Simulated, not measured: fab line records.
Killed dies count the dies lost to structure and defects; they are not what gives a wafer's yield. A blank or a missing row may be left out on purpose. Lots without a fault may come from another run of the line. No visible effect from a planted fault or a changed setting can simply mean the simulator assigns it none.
fab line records	flow n5_finfet
[record] lots = 12	wafers = 36	last_day = 16
route steps=1938 shown BEOL_M13@1708 PASSIVATION@1905
lots that met no fault: taken from a fault-free run of the same line
start_h: hours from the record's first day to the start of the lot's first wafer shown	wait_h: hours elapsed since this lot's preceding step	" unchanged from the row above	L1.1+2: one row covering several wafers at once	- no value present, or no start provided	* or withheld: withheld	< > ~ a bound
route shown NAME@n: names a module that has steps shown in the file, with the first one's number in the route	usual: mean/standard deviation of fault-free wafers	same: alike in all rows	chamber/n: place in a boat	sites: each site's reading	_std_site: the standard deviation of these	_edge_site: inner sites' mean taken away from outer sites' mean	radius_mm: for every site, how far away it sits from the centre of the wafer	mask NAME#n: copy n	behind: the tool/chamber that last shaped the wafer	hold: cause of the lot's hold/its duration in hours/its outcome	device: the n, p or np transistor that did not switch	end of line: the tests these same wafers got at the end of their route	a step given without rows: its recipe and nothing more	killed: the dies lost at the first sort to structure and to defects; this is not the yield of the wafer	map: per-die view of a wafer (x killed, . not killed, _ where there is no die)
set.NAME: the setting the step ran with; set.NAME@STEP: the setting that earlier step ran with	model.NAME: the simulator's own value behind a step, which no gauge read
one table for each step of the route and one row for each wafer, over a sample of lots
services: a tool's chamber out of use, with start hour (start_h, from the record's first day; less than 0 if before it), hours out, and reason
[[steps]]
[step N5_BEOL_M13_ECD_47]
[recipe] material = Cu	target_thk_a = 9360
lot.wafer	tool	chamber	start_h	wait_h
L495.2+3+5	ecd_cu-02	1,0,1	277.19	0.1
L493.1+3+6	ecd_cu-02	1,0,0	281.95	0.1
L496.1+5+6	ecd_cu-02	1,1,0	293.68	0.1
L497.1+3+5	ecd_cu-01	0	293.83	0.1
L500.1+5+6	ecd_cu-02	1,0,1	307.84	0.1
L501.3+4+6	ecd_cu-01	1,0,1	307.90	0.1
L502.1+3+5	ecd_cu-02	1,0,0	315.50	0.1
L503.1+3+6	ecd_cu-02	1,0,1	320.71	0.1
L504.2+5+6	ecd_cu-02	1,0,1	321.76	0.1
L505.1+4+5	ecd_cu-02	0,1,0	344.76	0.1
L506.1+4+6	ecd_cu-02	0,1,1	348.38	0.1
L508.2+3+5	ecd_cu-02	1	351.84	0.1
[step N5_PASSIVATION_CD_MEAS_30]
[recipe] target_cd_nm = 4000	landing_energy_ev = 500	detector = se_inlens	polarity = opening
[usual] cd_nm = 4001/3.1
lot.wafer	tool	chamber	start_h	wait_h	cd_nm
L493.1	cd_sem-03	0	303.95	-	4003
L493.3	"	0	"	"	4004
L493.6	"	0	"	"	4005
L495.2	cd_sem-03	0	304.88	-	4006
L495.3	"	0	"	"	4004
L495.5	"	0	"	"	4005
L496.1	cd_sem-03	0	319.35	-	4002
L496.5	"	0	"	"	4002
L496.6	"	0	"	"	4002
L497.1	cd_sem-03	0	321.33	-	3999
L497.3	"	0	"	"	3999
L497.5	"	0	"	"	3999
L500.1	cd_sem-02	0	331.25	-	3998
L500.5	"	0	"	"	3995
L500.6	"	0	"	"	3998
L501.3	cd_sem-02	0	334.79	-	4004
L501.4	"	0	"	"	4001
L501.6	"	0	"	"	3995
L502.1	cd_sem-03	0	342.93	-	4003
L502.3	"	0	"	"	4002
L502.5	"	0	"	"	3995
L504.2	cd_sem-02	0	344.39	-	3999
L504.5	"	0	"	"	3994
L504.6	"	0	"	"	3994
L503.1	cd_sem-01	0	347.78	-	4002
L503.3	"	0	"	"	4004
L503.6	"	0	"	"	4006
L505.1	cd_sem-01	0	364.71	-	3999
L505.4	"	0	"	"	3998
L505.5	"	0	"	"	4002
L506.1	cd_sem-02	0	369.19	-	4003
L506.4	"	0	"	"	4003
L506.6	"	0	"	"	4000
L508.2	cd_sem-01	0	373.29	-	3996
L508.3	"	0	"	"	3994
L508.5	"	0	"	"	4000
[step N5_PASSIVATION_AL_ETCH_33]
[recipe] chemistry = Cl2/BCl3	target_depth_a = 28000	over_etch_frac = 0.15	Cl2_flow_sccm = 180	bcl3_flow_sccm = 60	target = Al	stop_on = TaN	time_s = 466.7	ion_energy_ev = 100	pressure_mtorr = 10	icp_w = 900	bias_w = 100
[usual] drypump_motor_current_A = 5.7/0.39	oes_product_au = 0.76/0.069	throttle_valve_pct = 34.2/0.33
lot.wafer	tool	chamber	start_h	wait_h	drypump_motor_current_A	oes_product_au	rf_hours_counter_h	throttle_valve_pct
L493.1	rie_metal-01	0	304.20	0.1	6.2	0.80	10	33.8
L493.3	"	0	"	"	6.2	0.81	-	33.8
L493.6	"	0	"	"	6.2	0.80	-	33.8
L495.2	rie_metal-01	0	305.05	0.1	6.2	0.80	11	33.8
L495.3	"	0	"	"	6.2	0.80	-	33.8
L495.5	"	0	"	"	6.2	0.79	-	33.8
L496.1	rie_metal-01	0	319.52	0.1	6.2	0.78	14	33.8
L496.5	"	0	"	"	6.2	0.80	-	33.8
L496.6	"	0	"	"	6.2	0.80	-	33.8
L497.1	rie_metal-01	0	321.50	0.1	6.2	0.79	15	33.8
L497.3	"	0	"	"	6.2	0.78	-	33.8
L497.5	"	0	"	"	6.2	0.79	-	33.8
L500.1	rie_metal-02	1	331.42	0.1	5.8	0.79	7	34.1
L500.5	"	1	"	"	5.8	0.80	-	34.1
L500.6	"	0	"	"	5.8	0.77	-	34.5
L501.3	rie_metal-02	1	335.45	0.2	5.8	0.80	-	34.1
L501.4	"	0	"	"	5.8	0.80	-	34.4
L501.6	"	1	"	"	5.8	0.80	-	34.1
L502.1	rie_metal-03	0	343.11	0.1	5.9	0.68	45	34.5
L502.3	"	1	"	"	5.4	0.79	-	34.6
L502.5	"	1	"	"	5.3	0.79	-	34.6
L504.2	rie_metal-03	1	344.56	0.1	5.3	0.79	9	34.6
L504.5	"	1	"	"	5.3	0.80	-	34.6
L504.6	"	0	"	"	5.9	0.67	-	34.5
L503.1	rie_metal-03	1	348.18	0.1	5.3	0.79	10	34.6
L503.3	"	1	"	"	5.3	0.79	-	34.6
L503.6	"	1	"	"	5.3	0.79	-	34.6
L505.1	rie_metal-02	1	364.92	0.1	5.8	0.79	10	34.1
L505.4	"	0	"	"	5.8	0.78	-	34.4
L505.5	"	1	"	"	5.7	0.79	-	34.1
L506.1	rie_metal-01	0	369.51	0.1	6.2	0.77	19	33.8
L506.4	"	1	"	"	5.0	0.87	-	34.0
L506.6	"	0	"	"	6.2	0.77	-	33.8
L508.2	rie_metal-01	0	373.48	0.1	6.2	0.78	19	33.8
L508.3	"	0	"	"	6.2	0.77	-	33.8
L508.5	"	0	"	"	6.2	0.77	-	33.8
[step N5_PASSIVATION_CD_MEAS_44]
[recipe] target_cd_nm = 40000	landing_energy_ev = 500	detector = se_inlens
[usual] cd_nm = 39999/6
lot.wafer	tool	chamber	start_h	wait_h	cd_nm
L493.1	cd_sem-01	0	305.80	-	39992
L493.3	"	0	"	"	39993
L493.6	"	0	"	"	39997
L495.2	cd_sem-01	0	306.61	-	40010
L495.3	"	0	"	"	39996
L495.5	"	0	"	"	40009
L496.1	cd_sem-01	0	321.69	-	39997
L496.5	"	0	"	"	39987
L496.6	"	0	"	"	39989
L497.1	cd_sem-03	0	323.68	-	39993
L497.3	"	0	"	"	39995
L497.5	"	0	"	"	39992
L500.1	cd_sem-03	0	333.22	-	39994
L500.5	"	0	"	"	39996
L500.6	"	0	"	"	40005
L501.3	cd_sem-02	0	337.02	-	39997
L501.4	"	0	"	"	39996
L501.6	"	0	"	"	39994
L502.1	cd_sem-02	0	344.79	-	40003
L502.3	"	0	"	"	39998
L502.5	"	0	"	"	40003
L504.2	cd_sem-01	0	346.12	-	40004
L504.5	"	0	"	"	40003
L504.6	"	0	"	"	40004
L503.1	cd_sem-03	0	349.85	-	40006
L503.3	"	0	"	"	40011
L503.6	"	0	"	"	40007
L505.1	cd_sem-01	0	366.61	-	39994
L505.4	"	0	"	"	39996
L505.5	"	0	"	"	39991
L506.1	cd_sem-02	0	371.14	-	39992
L506.4	"	0	"	"	39995
L506.6	"	0	"	"	39994
L508.2	cd_sem-02	0	375.09	-	39996
L508.3	"	0	"	"	39989
L508.5	"	0	"	"	39995
[step N5_PASSIVATION_PROBE_49]
[usual] defect_limited_yield = 91.5/1.4	killed_at_M0_to_M3 = 32/11	killed_at_M4_up = 12/4.4	killed_at_contacts = 13/6.1	killed_at_front_end = 39/12	killed_at_other = 3.9/3	killed_dies = 100/17	killed_on_rim = 13/3.9	killed_open = 66/12	killed_short = 33/7.4	sort_bin_4_leakage = 0.03/0.14	sort_bin_5_function = 5.0/0.95	sort_bin_6_memory = 3.2/0.66	sort_bin_8_speed = 0.0/0.33	sort_n_pass = 1079/17	sort_yield_pct = 91.4/1.5
[same] gross_dies = 1180	killed_at_back_side = 0
lot.wafer	tool	chamber	start_h	wait_h	defect_limited_yield[%]	killed_at_M0_to_M3	killed_at_M4_up	killed_at_contacts	killed_at_front_end	killed_at_other	killed_dies	killed_on_rim	killed_open	killed_short	sort_bin_4_leakage[%]	sort_bin_5_function[%]	sort_bin_6_memory[%]	sort_bin_8_speed[%]	sort_n_pass	sort_yield_pct[%]
L493.1	prober-01	-	308.97	0.0	92.4	31	21	4	30	4	90	11	60	30	0	4.7	2.8	0	1090	92.4
L493.3	prober-01	-	309.07	0.1	91.3	26	12	14	44	7	103	10	67	33	0	5.0	3.6	0	1077	91.3
L493.6	prober-01	-	309.22	0.3	92.0	28	17	16	33	0	94	12	67	27	0	4.5	2.8	0	1086	92.0
L496.1	prober-02	-	324.82	0.0	90.3	43	8	12	51	1	115	20	77	36	0	6.0	3.5	0	1065	90.3
L496.5	prober-02	-	325.02	0.2	92.6	18	7	19	42	1	87	14	64	18	0	4.4	2.6	0	1093	92.6
L496.6	prober-02	-	325.07	0.3	91.2	43	13	11	36	1	104	15	67	36	0	5.7	2.5	0	1076	91.2
L500.1	prober-02	-	336.35	0.0	93.0	39	10	9	24	1	83	10	58	25	0	4.6	2.2	0	1097	93.0
L500.5	prober-02	-	336.55	0.2	92.5	26	16	2	38	6	88	11	60	27	0	4.2	3.1	0	1092	92.5
L500.6	prober-02	-	336.60	0.3	94.5	23	13	3	23	3	65	5	43	22	0	3.3	1.8	0	1115	94.5
L501.3	prober-02	-	340.28	0.1	93.3	25	9	11	32	2	79	6	45	30	0	3.3	3.1	0	1101	93.3
L501.4	prober-02	-	340.33	0.2	93.2	17	17	17	28	1	80	14	59	20	0	3.6	3.1	0	1100	93.2
L501.6	prober-02	-	340.43	0.3	94.3	24	14	3	24	2	67	7	45	22	0	2.5	3.1	0	1113	94.3
L502.1	prober-01	-	347.92	0.0	89.9	56	10	16	36	1	119	15	84	33	0	5.1	4.8	0	1061	89.9
L502.3	prober-01	-	348.02	0.1	88.6	47	10	23	52	2	134	20	83	50	0	7.1	3.8	0.2	1044	88.5
L502.5	prober-01	-	348.12	0.2	87.3	68	16	34	31	1	150	20	100	47	0	7.6	4.7	0	1030	87.3
L504.2	prober-02	-	349.30	0.1	93.8	24	7	6	36	0	73	8	44	26	0	4.2	1.6	0	1107	93.8
L504.5	prober-02	-	349.45	0.2	91.6	38	22	5	32	2	99	13	53	44	0	4.5	3.5	0	1081	91.6
L504.6	prober-02	-	349.50	0.3	93.3	22	11	10	35	1	79	7	48	31	0	3.6	2.8	0	1101	93.3
L505.1	prober-02	-	369.75	0.0	61.2	26	385	14	33	0	458	53	49	31	0	22.7	13.4	0	722	61.2
L505.4	prober-02	-	369.90	0.2	59.2	45	379	19	38	1	482	54	77	34	0	24.2	14.7	0	698	59.2
L505.5	prober-02	-	369.95	0.2	60.8	33	394	13	20	2	462	63	53	25	0	23.3	13.1	0	718	60.8
L506.1	prober-01	-	374.27	0.0	61.3	27	383	3	43	1	457	62	63	23	0.17	25.0	11.0	0	721	61.1
L506.4	prober-01	-	374.42	0.2	62.9	25	376	15	22	0	438	53	51	20	0	23.4	11.9	0	742	62.9
L506.6	prober-01	-	374.52	0.3	66.3	24	325	10	37	2	398	56	59	25	0	21.6	10.9	0	782	66.3
L508.2	prober-02	-	378.28	0.1	64.0	28	358	9	28	2	425	71	49	24	0	22.9	11.8	0	755	64.0
L508.3	prober-02	-	378.33	0.1	61.4	26	386	7	32	5	456	57	54	26	0	23.2	14.0	0	724	61.4
L508.5	prober-02	-	378.43	0.2	65.3	21	361	3	21	4	410	50	34	23	0	21.7	11.1	0	770	65.3
// killed by level:class
L493.1 BEOL_M4:geometric_particle:open=10 BEOL_M2:geometric_particle:open=9 GATE_CUT:geometric_particle:short=8 BEOL_M0_SAQP:geometric_particle:short=6 FIN_SAQP:geometric_particle:open=5 BEOL_M1:geometric_particle:open=5 ILD0:geometric_particle:short=4 BEOL_M0_SAQP:geometric_particle:open=4
L493.3 STI_FIN_REVEAL:geometric_particle:open=11 MOL_CONTACT_COAG:geometric_particle:open=11 BEOL_M1:geometric_particle:open=8 BEOL_M2:geometric_particle:open=7 FIN_SAQP:geometric_particle:short=5 DUMMY_GATE:geometric_particle:open=5 BEOL_M1:geometric_particle:short=5 ILD0:geometric_particle:open=4
L493.6 MOL_CONTACT_COAG:geometric_particle:open=13 BEOL_M1:geometric_particle:open=11 FIN_SAQP:geometric_particle:short=9 BEOL_M4:geometric_particle:open=6 FIN_SAQP:geometric_particle:open=5 STI_FIN_REVEAL:geometric_particle:open=5 BEOL_M0_SAQP:geometric_particle:open=5 BEOL_M2:geometric_particle:open=5
L496.1 BEOL_M0_SAQP:geometric_particle:open=11 STI_FIN_REVEAL:geometric_particle:open=10 MOL_CONTACT_COAG:geometric_particle:open=9 BEOL_M0_SAQP:geometric_particle:short=8 FIN_SAQP:geometric_particle:open=6 BEOL_M2:geometric_particle:open=6 BEOL_M3:geometric_particle:short=6 FIN_SAQP:geometric_particle:short=5
L496.5 MOL_CONTACT_COAG:geometric_particle:open=15 FIN_SAQP:geometric_particle:open=9 STI_FIN_REVEAL:geometric_particle:open=8 BEOL_M0_SAQP:geometric_particle:open=5 MOL_CONTACT_COAG:geometric_particle:short=4 BEOL_M0_SAQP:geometric_particle:short=4 FIN_SAQP:geometric_particle:short=3 DUMMY_GATE:geometric_particle:open=3
L496.6 BEOL_M0_SAQP:geometric_particle:open=13 BEOL_M0_SAQP:geometric_particle:short=12 FIN_SAQP:geometric_particle:open=8 STI_FIN_REVEAL:geometric_particle:open=8 FIN_SAQP:geometric_particle:short=7 MOL_CONTACT_COAG:geometric_particle:open=7 BEOL_M2:geometric_particle:open=7 BEOL_M4:geometric_particle:open=6
L500.1 BEOL_M3:geometric_particle:open=10 MOL_CONTACT_COAG:geometric_particle:open=6 BEOL_M0:geometric_particle:short=6 STI_FIN_REVEAL:geometric_particle:open=5 BEOL_M1:geometric_particle:open=5 FIN_SAQP:geometric_particle:open=4 DUMMY_GATE:geometric_particle:open=4 BEOL_M0_SAQP:geometric_particle:short=4
L500.5 STI_FIN_REVEAL:geometric_particle:open=14 BEOL_M0_SAQP:geometric_particle:open=6 DUMMY_GATE:geometric_particle:open=5 GATE_CUT:geometric_particle:short=5 BEOL_M0_SAQP:geometric_particle:short=5 STARTING-WAFER:geometric_particle:open=5 BEOL_M4:geometric_particle:open=4 BEOL_M3:geometric_particle:open=4
L500.6 BEOL_M3:geometric_particle:open=8 BEOL_M0_SAQP:geometric_particle:open=5 STI_FIN_REVEAL:geometric_particle:open=4 BEOL_M0:geometric_particle:short=4 FIN_SAQP:geometric_particle:open=3 FIN_SAQP:geometric_particle:short=3 MOL_CONTACT_COAG:geometric_particle:open=3 BEOL_M2:geometric_particle:short=3
L501.3 MOL_CONTACT_COAG:geometric_particle:open=10 FIN_SAQP:geometric_particle:short=6 BEOL_M1:geometric_particle:open=6 FIN_SAQP:geometric_particle:open=4 BEOL_M2:geometric_particle:open=4 STI_FIN_REVEAL:geometric_particle:open=3 GATE_CUT:geometric_particle:short=3 BEOL_M0_SAQP:geometric_particle:short=3
L501.4 MOL_CONTACT_COAG:geometric_particle:open=14 BEOL_M4:geometric_particle:open=12 FIN_SAQP:geometric_particle:short=6 BEOL_M0_SAQP:geometric_particle:short=6 FIN_SAQP:geometric_particle:open=5 DUMMY_GATE:geometric_particle:open=5 BEOL_M0_SAQP:geometric_particle:open=5 ILD0:geometric_particle:open=3
L501.6 BEOL_M0_SAQP:geometric_particle:short=8 BEOL_M0_SAQP:geometric_particle:open=8 FIN_SAQP:geometric_particle:open=7 BEOL_M5:geometric_particle:open=5 STI_FIN_REVEAL:geometric_particle:open=4 BEOL_M4:geometric_particle:open=4 ILD0:geometric_particle:short=3 MOL_CONTACT_COAG:geometric_particle:open=3
L502.1 STI_FIN_REVEAL:geometric_particle:open=14 BEOL_M0_SAQP:geometric_particle:open=12 MOL_CONTACT_COAG:geometric_particle:open=12 BEOL_M2:geometric_particle:open=11 BEOL_M0_SAQP:geometric_particle:short=11 BEOL_M1:geometric_particle:open=8 BEOL_M3:geometric_particle:open=8 DUMMY_GATE:geometric_particle:open=7
L502.3 STI_FIN_REVEAL:geometric_particle:open=24 BEOL_M0_SAQP:geometric_particle:open=16 BEOL_M0_SAQP:geometric_particle:short=15 MOL_CONTACT_COAG:geometric_particle:open=14 MOL_CONTACT_COAG:geometric_particle:short=9 BEOL_M2:geometric_particle:open=8 STI_FIN_REVEAL:geometric_particle:short=7 BEOL_M4:geometric_particle:open=6
L502.5 MOL_CONTACT_COAG:geometric_particle:open=30 BEOL_M0_SAQP:geometric_particle:short=27 BEOL_M0_SAQP:geometric_particle:open=17 STI_FIN_REVEAL:geometric_particle:open=15 BEOL_M2:geometric_particle:open=10 BEOL_M4:geometric_particle:open=5 MOL_CONTACT_COAG:geometric_particle:short=4 BEOL_M3:geometric_particle:open=4
L504.2 STI_FIN_REVEAL:geometric_particle:open=7 BEOL_M3:geometric_particle:open=7 FIN_SAQP:geometric_particle:short=6 MOL_CONTACT_COAG:geometric_particle:open=5 STARTING-WAFER:geometric_particle:short=5 GATE_CUT:geometric_particle:short=4 BEOL_M1:geometric_particle:open=4 BEOL_M2:geometric_particle:open=4
L504.5 BEOL_M0_SAQP:geometric_particle:short=14 BEOL_M0_SAQP:geometric_particle:open=11 BEOL_M1:geometric_particle:open=8 BEOL_M4:geometric_particle:open=8 GATE_CUT:geometric_particle:short=5 GATE_CUT:geometric_particle:open=5 BEOL_M4:geometric_particle:short=5 STI_FIN_REVEAL:geometric_particle:open=4
L504.6 FIN_SAQP:geometric_particle:short=10 BEOL_M2:geometric_particle:open=7 MOL_CONTACT_COAG:geometric_particle:open=7 BEOL_M4:geometric_particle:open=6 DUMMY_GATE:geometric_particle:open=4 STARTING-WAFER:geometric_particle:open=4 STI_FIN_REVEAL:geometric_particle:open=3 DUMMY_GATE:geometric_particle:short=3
L505.1 BEOL_M13:unspecified=377 STI_FIN_REVEAL:geometric_particle:open=12 MOL_CONTACT_COAG:geometric_particle:open=11 BEOL_M0_SAQP:geometric_particle:short=7 FIN_SAQP:geometric_particle:short=6 BEOL_M2:geometric_particle:open=5 STARTING-WAFER:geometric_particle:open=5 BEOL_M1:geometric_particle:short=3
L505.4 BEOL_M13:unspecified=368 MOL_CONTACT_COAG:geometric_particle:open=16 BEOL_M2:geometric_particle:open=15 FIN_SAQP:geometric_particle:open=10 FIN_SAQP:geometric_particle:short=9 BEOL_M0_SAQP:geometric_particle:short=8 BEOL_M4:geometric_particle:open=7 BEOL_M1:geometric_particle:open=6
L505.5 BEOL_M13:unspecified=383 MOL_CONTACT_COAG:geometric_particle:open=11 STI_FIN_REVEAL:geometric_particle:open=8 BEOL_M3:geometric_particle:open=7 BEOL_M0_SAQP:geometric_particle:short=6 BEOL_M0_SAQP:geometric_particle:open=4 BEOL_M5:geometric_particle:open=4 BEOL_M3:geometric_particle:short=3
L506.1 BEOL_M13:unspecified=371 STI_FIN_REVEAL:geometric_particle:open=12 FIN_SAQP:geometric_particle:open=8 FIN_SAQP:geometric_particle:short=6 BEOL_M1:geometric_particle:open=6 BEOL_M2:geometric_particle:open=5 BEOL_M0_SAQP:geometric_particle:open=5 BEOL_M4:geometric_particle:open=5
L506.4 BEOL_M13:unspecified=367 MOL_CONTACT_COAG:geometric_particle:open=12 BEOL_M1:geometric_particle:open=9 FIN_SAQP:geometric_particle:short=6 FIN_SAQP:geometric_particle:open=5 BEOL_M2:geometric_particle:open=5 BEOL_M4:geometric_particle:open=5 STI_FIN_REVEAL:geometric_particle:open=4
L506.6 BEOL_M13:unspecified=313 MOL_CONTACT_COAG:geometric_particle:open=10 STI_FIN_REVEAL:geometric_particle:open=9 FIN_SAQP:geometric_particle:open=7 DUMMY_GATE:geometric_particle:open=7 BEOL_M0_SAQP:geometric_particle:open=7 BEOL_M0_SAQP:geometric_particle:short=6 BEOL_M3:geometric_particle:open=6
L508.2 BEOL_M13:unspecified=352 STI_FIN_REVEAL:geometric_particle:open=10 BEOL_M2:geometric_particle:open=8 MOL_CONTACT_COAG:geometric_particle:open=7 FIN_SAQP:geometric_particle:short=5 BEOL_M0_SAQP:geometric_particle:open=4 BEOL_M2:geometric_particle:short=4 STI_FIN_REVEAL:geometric_particle:short=3
L508.3 BEOL_M13:unspecified=373 FIN_SAQP:geometric_particle:open=9 BEOL_M0_SAQP:geometric_particle:open=9 BEOL_M4:geometric_particle:open=8 GATE_CUT:geometric_particle:short=6 MOL_CONTACT_COAG:geometric_particle:open=5 BEOL_M2:geometric_particle:open=5 STI_FIN_REVEAL:geometric_particle:open=4
L508.5 BEOL_M13:unspecified=353 FIN_SAQP:geometric_particle:short=4 BEOL_M0_SAQP:geometric_particle:short=4 BEOL_M3:geometric_particle:open=4 BEOL_M4:geometric_particle:open=4 STARTING-WAFER:geometric_particle:short=4 STI_FIN_REVEAL:geometric_particle:open=3 MOL_CONTACT_COAG:geometric_particle:open=3
[[services]]
tool	chamber	start_h	hours	kind
ecd_cu-02	-	254.00	7.6	pm
rie_metal-03	0	277.46	1.2	repair
rie_metal-02	0	281.18	8.2	repair
rie_metal-01	-	282.30	2.8	pm
rie_metal-01	1	313.16	2.2	repair
ecd_cu-02	-	322.17	4.7	pm
rie_metal-02	-	342.30	1.0	repair
rie_metal-02	-	349.32	1.4	pm
[[key]]
[first_sign] step = N5_PASSIVATION_PROBE_49	reading = killed_at_M4_up	direction = up	sigmas = 81	usual = 12	struck = 372
[effect] step = N5_PASSIVATION_PROBE_49	reading = killed_dies	direction = up	sigmas = 20	usual = 100	struck = 443
[more_kills_born_at] N5_BEOL_M13_ECD_47@ecd_cu-02 = 3257
met_at N5_BEOL_M13_ECD_47
struck_lots L505,L506,L508
not_acting_at N5_PASSIVATION_CD_MEAS_30,N5_PASSIVATION_AL_ETCH_33,N5_PASSIVATION_CD_MEAS_44
onset_between 321.76 344.76
also_fits time
[fault] kind = chamber_particle_source	tool = ecd_cu-02	chamber = -	onset_h = 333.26	steps = N5_BEOL_M13_ECD_47	rate_per_visit_cm2 = 0.70153	end_h = 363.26
